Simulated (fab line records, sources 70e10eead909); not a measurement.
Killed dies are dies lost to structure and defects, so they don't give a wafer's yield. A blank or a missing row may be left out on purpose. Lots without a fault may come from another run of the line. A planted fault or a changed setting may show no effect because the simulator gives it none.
A struck lot beside a sound one | flow nand_harc | 18 steps out of a route of 1302
Sound: wafers L171.1, L171.2, L171.4. Struck: wafers L174.2, L174.3, L174.6. The cause comes at the end.
At each step with rows: each side's tool, then ch and its chambers, then its first start. Under that, the readings that differ: sound wafers | struck wafers | difference of the means | sigmas: that difference in standard deviations of wafers without a fault.
alike: readings whose means differ by less than 2 such deviations, and words and numbers that are the same on both sides. not compared: withheld readings, readings that some wafer has no value for, bounds like >300 that may hide the same value, and numbers for which the record gives no deviation and whose values overlap.
The two part at a step that has a row with sigmas, a row that says differs or no value, or rows on one side only. Numbers that don't overlap but have no deviation are shown without sigmas and don't part them. A reading that every wafer of one side lacks parts them only if that side has two wafers or more.

NHARC_P_ZERO_WELL_CD_MEAS_11: target cd 500 nm.
  sound on cd_sem-01 ch 0, day 1 21:07; struck on cd_sem-03 ch 0, day 3 03:15
  reading    | sound             | struck            | difference | sigmas
  cd_nm (nm) | 504.4 503.5 501.9 | 501.0 497.9 495.0 | -5.3       | -2
then, 1 step without rows for these wafers: NHARC_P_ZERO_WELL_HARDBAKE_12 (time 65 s).
NHARC_P_ZERO_WELL_DESCUM_13: chemistry O2, time 3 s.
  sound on rie_diel-07 ch 1,2,3, day 1 21:16; struck on rie_diel-12 ch 0,1, day 3 03:25
  alike: drypump_motor_current_A, oes_product_au, rf_vpp_V, showerhead_plenum_p_Torr, throttle_valve_pct
  not compared: rf_hours_counter_h
NHARC_P_ZERO_WELL_ETCH_65: etches the open film in N2/H2, target depth 80 nm, overetch 24 nm, time 87.88 s.
  sound on rie_diel-07 ch 0,1,3, day 1 21:21; struck on rie_diel-12 ch 0,2, day 3 03:29
  alike: drypump_motor_current_A, oes_product_au, rf_vpp_V, showerhead_plenum_p_Torr, throttle_valve_pct
  not compared: rf_hours_counter_h
NHARC_P_ZERO_WELL_ETCH_62: etches the open film in CHF3/Ar, target depth 13 nm, time 6.5 s.
  sound on rie_diel-07 ch 0,1,3; struck on rie_diel-12 ch 0,2,3
  alike: chf3_flow_sccm, drypump_motor_current_A, oes_product_au, rf_vpp_V, showerhead_plenum_p_Torr, throttle_valve_pct
  not compared: rf_hours_counter_h
NHARC_P_ZERO_WELL_ETCH_63: etches the open film in HBr/Cl2, target depth 120 nm, time 40.1 s.
  sound on rie_si-05 ch 1,2,3, day 1 21:31; struck on rie_si-02 ch 1,2,3, day 3 03:39
  alike: drypump_motor_current_A, hbr_flow_sccm, oes_product_au, throttle_valve_pct
  not compared: rf_hours_counter_h
then, 6 steps without rows for these wafers: NHARC_P_ZERO_WELL_STRIP_15 (strips in SPM, time 900 s); NHARC_P_ZERO_WELL_DEHYDRATE_16 (time 120 s); NHARC_P_ZERO_WELL_HMDS_17 (time 30 s); NHARC_P_ZERO_WELL_COAT_18; NHARC_P_ZERO_WELL_SOFTBAKE_19 (time 95 s); NHARC_P_ZERO_WELL_EBR_20.
NHARC_P_ZERO_WELL_EXPOSE_21: exposes mask P NWELL, target cd 720 nm.
  sound on krf_scanner-01 ch 0, day 1 22:10; struck on krf_scanner-01 ch 0, day 3 04:29
  reading | sound                         | struck                        | difference | sigmas
  mask    | P_NWELL#0 P_NWELL#0 P_NWELL#0 | P_PWELL#0 P_PWELL#0 P_PWELL#0 | differs    |
then, 2 steps without rows for these wafers: NHARC_P_ZERO_WELL_PEB_22 (peb time 85 s); NHARC_P_ZERO_WELL_DEVELOP_23 (time 70 s).
NHARC_P_ZERO_WELL_CD_MEAS_24: target cd 720 nm.
  sound on cd_sem-01 ch 0, day 1 22:19; struck on cd_sem-01 ch 0, day 3 04:38
  reading    | sound             | struck | difference                    | sigmas
  cd_nm (nm) | 719.4 716.5 721.6 | - - -  | no value on the struck wafers |
then, 1 step without rows for these wafers: NHARC_P_ZERO_WELL_HARDBAKE_25 (time 80 s).
-- the record jumps here: 23 days lie between the struck wafers' starts before and after (it left off in module P_ZERO_WELL and takes up again in module END, whose first step shown is number 1302 of the route) --
NHARC_END_SORT_01:
  the record has rows for the struck wafers here (prober-02 ch 0, day 25 18:43) and none for the sound ones

WHERE THEY PART
First at NHARC_P_ZERO_WELL_CD_MEAS_11; last, within this record, at NHARC_END_SORT_01.

WHY: what the simulator had put in
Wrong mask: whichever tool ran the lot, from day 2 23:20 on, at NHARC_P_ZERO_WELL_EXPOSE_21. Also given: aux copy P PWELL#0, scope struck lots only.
